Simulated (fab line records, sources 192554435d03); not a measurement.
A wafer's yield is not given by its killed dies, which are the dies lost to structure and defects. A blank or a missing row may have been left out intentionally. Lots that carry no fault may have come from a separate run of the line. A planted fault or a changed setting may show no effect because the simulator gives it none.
Which tool did it? / flow n5-finfet / 10 lots, 28 wafers sampled, at 5 steps of a route of 1938

WHAT THE GAUGES READ, wafer by wafer
N5_BEOL_M12_INSPECT_30: inspects for defects (macro).
lot=L675; measured=day 11 13:29; on=defect-inspect-01; raw-defect-count=1 2 1
lot=L674; measured=day 11 18:28; on=defect-inspect-02; raw-defect-count=2 1 3
lot=L676; measured=day 11 19:06; on=defect-inspect-01; raw-defect-count=4 1 2
lot=L679; measured=day 12 13:26; on=defect-inspect-02; raw-defect-count=2 3 1
lot=L682; measured=day 12 21:54; on=defect-inspect-01; raw-defect-count=4 2
lot=L684; measured=day 14 07:43; on=defect-inspect-01; raw-defect-count=4 1 2
lot=L689; measured=day 14 17:49; on=defect-inspect-02; raw-defect-count=3 2 5
lot=L688; measured=day 14 18:11; on=defect-inspect-02; raw-defect-count=2 7 1
lot=L687; measured=day 14 19:44; on=defect-inspect-01; raw-defect-count=2 1 0
lot=L696; measured=day 17 03:30; on=defect-inspect-02; raw-defect-count=3 1

WHICH TOOL RAN EACH LOT (tool, then ch and the chambers of the sampled wafers, then the start)
lot=L675; N5_BEOL_M11_SPUTTER_48=pvd-sputter-02, day 11 08:03; N5_BEOL_M12_DESCUM_15=rie-diel-06 ch 0,1, day 11 12:37; N5_BEOL_M12_ETCH_59=rie-diel-06 ch 0,1, day 11 12:38; N5_BEOL_M12_STRIP_63=plasma-asher-02 ch 0,1, day 11 12:53
lot=L674; N5_BEOL_M11_SPUTTER_48=pvd-sputter-01, day 11 15:46; N5_BEOL_M12_DESCUM_15=rie-diel-01 ch 1,2, day 11 17:36; N5_BEOL_M12_ETCH_59=rie-diel-01 ch 1,2, day 11 17:38; N5_BEOL_M12_STRIP_63=plasma-asher-02 ch 0,1, day 11 17:54
lot=L676; N5_BEOL_M11_SPUTTER_48=pvd-sputter-01, day 11 16:29; N5_BEOL_M12_DESCUM_15=rie-diel-06 ch 1,2,3, day 11 18:14; N5_BEOL_M12_ETCH_59=rie-diel-06 ch 1,2,3, day 11 18:16; N5_BEOL_M12_STRIP_63=plasma-asher-02 ch 0,1, day 11 18:31
lot=L679; N5_BEOL_M11_SPUTTER_48=pvd-sputter-02, day 12 10:34; N5_BEOL_M12_DESCUM_15=rie-diel-01 ch 1,2, day 12 12:26; N5_BEOL_M12_ETCH_59=rie-diel-01 ch 1,2, day 12 12:29; N5_BEOL_M12_STRIP_63=plasma-asher-02 ch 0,1, day 12 12:44
lot=L682; N5_BEOL_M11_SPUTTER_48=pvd-sputter-02, day 12 19:22; N5_BEOL_M12_DESCUM_15=rie-diel-05 ch 1,3, day 12 20:53; N5_BEOL_M12_ETCH_59=rie-diel-05 ch 1,3, day 12 20:56; N5_BEOL_M12_STRIP_63=plasma-asher-01 ch 1, day 12 21:11
lot=L684; N5_BEOL_M11_SPUTTER_48=pvd-sputter-03, day 14 05:10; N5_BEOL_M12_DESCUM_15=rie-diel-06 ch 1,2,3, day 14 06:50; N5_BEOL_M12_ETCH_59=rie-diel-06 ch 1,2,3, day 14 06:52; N5_BEOL_M12_STRIP_63=plasma-asher-02 ch 0, day 14 07:07
lot=L689; N5_BEOL_M11_SPUTTER_48=pvd-sputter-03, day 14 14:26; N5_BEOL_M12_DESCUM_15=rie-diel-01 ch 1,2, day 14 16:49; N5_BEOL_M12_ETCH_59=rie-diel-01 ch 1,2, day 14 16:51; N5_BEOL_M12_STRIP_63=plasma-asher-02 ch 0,1, day 14 17:07
lot=L688; N5_BEOL_M11_SPUTTER_48=pvd-sputter-03, day 14 15:16; N5_BEOL_M12_DESCUM_15=rie-diel-01 ch 0,2,3, day 14 17:11; N5_BEOL_M12_ETCH_59=rie-diel-01 ch 0,2,3, day 14 17:14; N5_BEOL_M12_STRIP_63=plasma-asher-02 ch 0,1, day 14 17:29
lot=L687; N5_BEOL_M11_SPUTTER_48=pvd-sputter-03, day 14 16:21; N5_BEOL_M12_DESCUM_15=rie-diel-05 ch 0,1,3, day 14 18:43; N5_BEOL_M12_ETCH_59=rie-diel-05 ch 0,1,3, day 14 18:45; N5_BEOL_M12_STRIP_63=plasma-asher-02 ch 0,1, day 14 19:00
lot=L696; N5_BEOL_M11_SPUTTER_48=pvd-sputter-01, day 17 00:24; N5_BEOL_M12_DESCUM_15=rie-diel-01 ch 0,1, day 17 02:30; N5_BEOL_M12_ETCH_59=rie-diel-01 ch 0,1, day 17 02:32; N5_BEOL_M12_STRIP_63=plasma-asher-01 ch 0, day 17 02:49
- N5_BEOL_M11_SPUTTER_48: material Cu, target thk 12 nm, time 2 s.
- N5_BEOL_M12_DESCUM_15: chemistry O2, time 7.9 s.
- N5_BEOL_M12_ETCH_59: etches BARC in N2/H2, target depth 89 nm, overetch 26.7 nm, time 67.9 s.
- N5_BEOL_M12_STRIP_63: strips in N2/H2.

THE ANSWER, worked out from the rows above alone
Rule: what is usual is taken from the lots themselves. Put in order of their means at a reading, lots are off if they are a third of the lots or fewer, leave a main group of 4 or more, and stand apart from it by a gap of 3 or more times the standard deviation of the main group's means; of several such gaps the widest counts. A main group whose means are all the same, to the digits that the tables above print for the reading, isn't used. Also off: a lot with no number at a reading for which 4 or more lots have one. All remaining lots with rows at the step are treated as sound.
None of the lots is off at any reading shown; this tells nothing.

WHAT THE SIMULATOR PUT IN
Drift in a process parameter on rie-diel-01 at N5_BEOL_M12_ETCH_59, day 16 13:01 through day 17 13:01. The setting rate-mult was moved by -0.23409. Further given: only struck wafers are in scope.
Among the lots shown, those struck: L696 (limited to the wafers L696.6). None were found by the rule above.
